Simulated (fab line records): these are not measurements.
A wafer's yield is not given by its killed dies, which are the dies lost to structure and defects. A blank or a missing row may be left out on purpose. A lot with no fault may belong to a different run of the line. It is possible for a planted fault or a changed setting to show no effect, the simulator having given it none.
Lot-split experiment -- flow n5Finfet -- 21 wafers read from 7 lots, route of 1938 steps

== THE SPLIT ==
At N5_BEOL_M14_EXPOSE_07 (exposes mask V13), the setting doseMj was moved away from the recipe's 57 on 4 of the 21 wafers read, by -7.1% to -2.2%. This setting was run at the recipe's value on the other wafers.

== FROM THE SPLIT TO THE READING: what the file shows between them, 11 steps ==
- N5_BEOL_M14_PEB_08: peb time 90 s
- N5_BEOL_M14_DEVELOP_09: develop time 45 s
- N5_BEOL_M14_HARDBAKE_14: time 120 s
- N5_BEOL_M14_CD_MEAS_10: target cd 250 nm
- N5_BEOL_M14_DESCUM_15: chemistry O2, time 7.9 s
- N5_BEOL_M14_ETCH_59: etches BARC in N2/H2, target depth 89 nm, overetch 26.7 nm, time 67.9 s
- N5_BEOL_M14_VIA_ETCH_16: etches SiO2 in C4F8/O2/Ar, target depth 1231.3 nm
- N5_BEOL_M14_STRIP_63: strips in O2
- N5_BEOL_M14_STRIP_64: strips in O2
- N5_BEOL_M14_STRIP_71: strips in post etch residue remover, time 60 s
- N5_BEOL_M14_SRD_72: time 30 s, dry time 30 s

== THE READING ==
Shown in nm: cdNm at N5_BEOL_M14_CD_MEAS_17, with target cd 250 nm. A value of 249.4 nm with a standard deviation of 1.9 nm is what fault-free wafers of this fab line usually give.

wafer,"tool, chamber at the split",doseMj as run,against the recipe,"cdNm, nm",against lot-mates on the recipe
L076.2,"krfScanner-02, 0",57,recipe,250.8,-
L076.3,"krfScanner-02, 0",52.94,-7.1%,238.6,-11.5
L076.4,"krfScanner-02, 0",57,recipe,249.4,-
L078.1,"krfScanner-01, 0",55.77,-2.2%,246.9,-1.1
L078.4,"krfScanner-01, 0",57,recipe,247.8,-
L078.6,"krfScanner-01, 0",57,recipe,248.2,-
L079.1,"krfScanner-02, 0",57,recipe,249.3,-
L079.2,"krfScanner-02, 0",57,recipe,250.8,-
L079.4,"krfScanner-02, 0",57,recipe,250.0,-
L084.1,"krfScanner-01, 0",57,recipe,251.3,-
L084.3,"krfScanner-01, 0",57,recipe,249.9,-
L084.6,"krfScanner-01, 0",57,recipe,252.6,-
L087.1,"krfScanner-02, 0",57,recipe,249.1,-
L087.4,"krfScanner-02, 0",54.73,-4.0%,239.9,-9.2
L087.5,"krfScanner-02, 0",54.73,-4.0%,243.9,-5.2
L088.1,"krfScanner-02, 0",57,recipe,250.2,-
L088.5,"krfScanner-02, 0",57,recipe,251.0,-
L088.6,"krfScanner-02, 0",57,recipe,247.9,-
L090.3,"krfScanner-02, 0",57,recipe,249.5,-
L090.5,"krfScanner-02, 0",57,recipe,248.5,-
L090.6,"krfScanner-02, 0",57,recipe,251.0,-

FIT RESULTS
A straight line over all 21 wafers: cdNm changes by +1.71 nm for each +1% of doseMj; r = +0.92; the points scatter about the line by 1.5 nm.
The same after taking each lot's own level away (the mean of its wafers on the recipe; 21 wafers): +1.64 nm for each +1%; r = +0.93; scatter 1.2 nm.
According to that fit, moving doseMj by its largest amount changes the reading by 12 nm.
Across the lots, their own levels run from 248.00 to 251.27 nm, a range of 1.7 times the standard deviation given above.
Consequently the slope shifts little with the lot-to-lot level, the two slopes agreeing.
Check: -11.8 nm against its lot-mates is what the line predicts for one of the wafers moved furthest among these (-7.1%) when that wafer is left out of the fit. Against them it came out at -11.5 nm.

== THESE WAFERS: OTHER SPLITS ==
Note: prior to the reading, these wafers also went through further splits. Each is held against what the fit with the lots' levels taken away leaves over:
other split on the same wafers,wafers away from the commonest value,r with cdNm (lot level and that fit taken away)
N5_BEOL_M11_COAT_22 spinRpm,10,+0.18
N5_BEOL_M12_SPUTTER_43 timeS,9,+0.28
N5_BEOL_M14_ILD_DEP_00 timeS,4,+0.29

== THE WHOLE CHAIN: every reading that the file lists as answering this split, in the file's order ==
step,what it does,reading,change (the file's fit),r (the file's)
N5_BEOL_M14_CD_MEAS_10,target cd 250 nm,cdNm,+1.52 nm for each +1% of the setting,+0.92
N5_BEOL_M14_CD_MEAS_17,target cd 250 nm,cdNm,+1.58 nm for each +1% of the setting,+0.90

== THE FILE'S OWN FIT ==
cdNm changes by +1.58 nm for each +1% of doseMj, r = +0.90.
